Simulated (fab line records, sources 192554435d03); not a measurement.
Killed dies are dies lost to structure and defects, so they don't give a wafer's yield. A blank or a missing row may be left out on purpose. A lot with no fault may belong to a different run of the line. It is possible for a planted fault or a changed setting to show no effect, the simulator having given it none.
Matching of chambers | flow n5Finfet | N5_BEOL_M4_ILD_DEP_00 on pecvd-04: 3 sister chambers
The step deposits SiOC from DEMS/O2, target thk 79 nm, time 15.3 s. 3 wafers are shown with their chamber, then 8 later ones without.

== EACH WAFER AND ITS CHAMBER ==
wafer  | chamber | throttleValvePct (%)
L087.1 | 2       | 11.6
L087.2 | 1       | 12.5
L087.4 | 0       | 12.3

== WAFERS WITHOUT THEIR CHAMBER ==
wafer  | throttleValvePct (%)
L087.5 | 11.4
L087.6 | 12.2
L090.4 | 12.7
L090.5 | 12.3
L090.6 | 11.4
L093.2 | 12.4
L093.3 | 11.7
L093.5 | 12.4

== WHICH CHAMBER EACH ONE RAN IN ==
wafer  | from the rows above     | in truth
L087.5 | 2                       | 2
L087.6 | can't be placed: 0 or 1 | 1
L090.4 | can't be placed: 1 or 0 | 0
L090.5 | can't be placed: 0 or 1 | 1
L090.6 | 2                       | 2
L093.2 | can't be placed: 0 or 1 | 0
L093.3 | 2                       | 2
L093.5 | can't be placed: 0 or 1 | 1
Placed correctly: 3 of 8. Unplaceable from these rows: 5, with the true chamber sitting among the candidates in 5. Number placed wrongly: 0.
How it was worked out, from the rows above alone: a wafer's distance from a chamber is the root of the sum, over the readings, of the square of ((its reading less the chamber's mean) divided by the reading's scatter). If the next closest chamber is less than 2 further off than the closest, the wafer can't be placed; otherwise it belongs to the closest. The mean given for a chamber averages the wafers shown for that chamber. The scatter (one wafer shown for each chamber): square how far every hidden wafer sits from the nearest shown wafer, average those squares and take the square root.
